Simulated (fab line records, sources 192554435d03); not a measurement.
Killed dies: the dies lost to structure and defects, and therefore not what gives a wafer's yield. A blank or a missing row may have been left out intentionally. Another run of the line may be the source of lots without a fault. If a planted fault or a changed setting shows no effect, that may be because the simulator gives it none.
Split-lot experiment ; flow n5-finfet ; 39 wafers read across 7 lots, on a route 1938 steps long

ABOUT THE SPLIT
At N5_DUMMY_GATE_CVD_03 (deposits a-Si from SiH4, target thk 150 nm, time 8042 s), the setting temp-c was moved away from the recipe's 530 C on 18 of the 39 wafers read, by -2.8% to +4.6%. For the rest of the wafers, this setting stayed at what the recipe calls for.

The reading comes from the split's own step.

THE READING
a-Si_of_DUMMY_GATE_CVD_03.thk-nm (the simulator's own value, which no gauge read), in nm, at N5_DUMMY_GATE_CVD_03 (deposits a-Si from SiH4, target thk 150 nm, time 8042 s). The file does not state a usual value for it. The 21 wafers here that ran the recipe average 150.1 nm, standard deviation 0.86 nm.

wafer;tool, chamber at the split;temp-c as run, C;against the recipe;a-Si_of_DUMMY_GATE_CVD_03.thk-nm, nm;against lot-mates on the recipe
L078.1;-, -;530;recipe;150;-
L078.2;-, -;530;recipe;150.2;-
L078.3;-, -;530;recipe;150.8;-
L078.6;-, -;530;recipe;150.8;-
L078.4;-, -;530;recipe;149;-
L078.5;-, -;530;recipe;148.4;-
L079.2;lpcvd-01, 1/20;530;recipe;150.6;-
L079.3;lpcvd-01, 1/25;530;recipe;151.2;-
L079.6;lpcvd-01, 1/39;530;recipe;152.2;-
L084.1;-, -;530;recipe;149.6;-
L084.2;-, -;530;recipe;150.8;-
L084.4;-, -;530;recipe;150.8;-
L084.6;-, -;530;recipe;150.8;-
L084.3;-, -;530;recipe;149.8;-
L084.5;-, -;530;recipe;149.8;-
L085.1;-, -;552;+4.2%;272.6;no lot-mate on the recipe
L085.2;-, -;552;+4.2%;271.8;no lot-mate on the recipe
L085.3;-, -;552;+4.2%;271.8;no lot-mate on the recipe
L085.4;-, -;552;+4.2%;271.8;no lot-mate on the recipe
L085.5;-, -;552;+4.2%;271.6;no lot-mate on the recipe
L085.6;-, -;552;+4.2%;271;no lot-mate on the recipe
L088.1;-, -;554.4;+4.6%;291.6;no lot-mate on the recipe
L088.5;-, -;554.4;+4.6%;291.6;no lot-mate on the recipe
L088.2;-, -;554.4;+4.6%;291.8;no lot-mate on the recipe
L088.3;-, -;554.4;+4.6%;292.2;no lot-mate on the recipe
L088.4;-, -;554.4;+4.6%;292.2;no lot-mate on the recipe
L088.6;-, -;554.4;+4.6%;292;no lot-mate on the recipe
L095.1;-, -;530;recipe;149.4;-
L095.2;-, -;530;recipe;149.4;-
L095.3;-, -;530;recipe;149.4;-
L095.4;-, -;530;recipe;149.8;-
L095.5;-, -;530;recipe;150.6;-
L095.6;-, -;530;recipe;149.2;-
L097.1;-, -;515.1;-2.8%;98;no lot-mate on the recipe
L097.2;-, -;515.1;-2.8%;99.8;no lot-mate on the recipe
L097.3;-, -;515.1;-2.8%;98.8;no lot-mate on the recipe
L097.4;-, -;515.1;-2.8%;99.6;no lot-mate on the recipe
L097.5;-, -;515.1;-2.8%;99.2;no lot-mate on the recipe
L097.6;-, -;515.1;-2.8%;98.6;no lot-mate on the recipe

FIT RESULTS
A straight line over all 39 wafers: a-Si_of_DUMMY_GATE_CVD_03.thk-nm changes by +27.1 nm for each +1% of temp-c; r = +0.99; the points scatter about the line by 9.9 nm.
Too few moved wafers have a lot-mate on the recipe to fit a line with each lot's own level taken away.

FILE'S OWN FIT
a-Si_of_DUMMY_GATE_CVD_03.thk-nm changes by +27.1 nm for each +1% of temp-c, r = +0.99.
